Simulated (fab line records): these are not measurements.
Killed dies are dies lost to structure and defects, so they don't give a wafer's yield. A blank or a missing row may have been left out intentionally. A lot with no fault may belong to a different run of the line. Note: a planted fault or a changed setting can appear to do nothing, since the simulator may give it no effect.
The tool behind it: which one? ; flow nandHarc ; 6 lots with 16 wafers sampled at 5 steps, on a route of 1159 steps

WHAT THE GAUGES READ, wafer by wafer
NHARC_END_SORT_01.
lot ; measured ; on ; defectLimitedYield (%)

WHICH TOOL RAN EACH LOT (tool, then ch and the chambers of the sampled wafers, then the start)
lot;NHARC_P_BONDPAD_CMP_32;NHARC_P_BONDPAD_ETCH_12;NHARC_P_BONDPAD_ETCH_24;NHARC_P_BONDPAD_ANNEAL_28
L440;cmp-04 ch 1, day 7 08:42;rieDiel-07 ch 2,3, day 7 10:18 or earlier;rieDiel-07 ch 0,2, day 7 10:18;rtpAnneal-02 ch 0, day 7 11:35
L442;cmp-04 ch 1,3, day 8 01:03;rieDiel-07 ch 0,1, day 8 02:38 or earlier;rieDiel-07 ch 1,2, day 8 02:38;rtpAnneal-02 ch 0, day 8 03:50
L452;cmp-01 ch 0,2,3, day 10 11:26;rieDiel-05 ch 0,2,3, day 10 13:02 or earlier;rieDiel-05 ch 1,2,3, day 10 13:02;rtpAnneal-02 ch 0, day 10 14:17
L454;cmp-04 ch 0,2,3, day 10 18:43;rieDiel-05 ch 0,2,3, day 10 20:27 or earlier;rieDiel-05 ch 0,1,3, day 10 20:27;rtpAnneal-01 ch 0, day 10 21:34
L457;cmp-04 ch 1,2, day 11 09:01;rieDiel-07 ch 0,1, day 11 10:32 or earlier;rieDiel-07 ch 0,1, day 11 10:32;rtpAnneal-02 ch 0, day 11 11:41
L459;cmp-04 ch 0,3, day 12 01:52;rieDiel-07 ch 0,2,3, day 12 03:19 or earlier;rieDiel-07 ch 0,2, day 12 03:19;rtpAnneal-01 ch 0, day 12 04:29
- NHARC_P_BONDPAD_CMP_32: polishes SiCN, target thk 200 nm.
- NHARC_P_BONDPAD_ETCH_12: etches the open film in CHF3/O2, target depth 200 nm, time 100 s.
- NHARC_P_BONDPAD_ETCH_24: etches the open film in CF4/N2, target depth 30 nm, time 72.99 s.
- NHARC_P_BONDPAD_ANNEAL_28: time 90 s.

THE ANSWER, worked out from the rows above alone
Rule: the usual values come from the lots themselves. Put in order of their means at a reading, lots are off if they are a third of the lots or fewer, leave a main group of 4 or more, and stand apart from it by a gap of 3 or more times the standard deviation of the main group's means; of several such gaps the widest counts. A main group whose means are all the same, to the digits that the tables above print for the reading, isn't used. Also off: a lot with no number at a reading for which 4 or more lots have one. All remaining lots with rows at the step are treated as sound.
Across all readings shown, no lot is off: no conclusion can be drawn from this.

WHAT THE SIMULATOR PUT IN
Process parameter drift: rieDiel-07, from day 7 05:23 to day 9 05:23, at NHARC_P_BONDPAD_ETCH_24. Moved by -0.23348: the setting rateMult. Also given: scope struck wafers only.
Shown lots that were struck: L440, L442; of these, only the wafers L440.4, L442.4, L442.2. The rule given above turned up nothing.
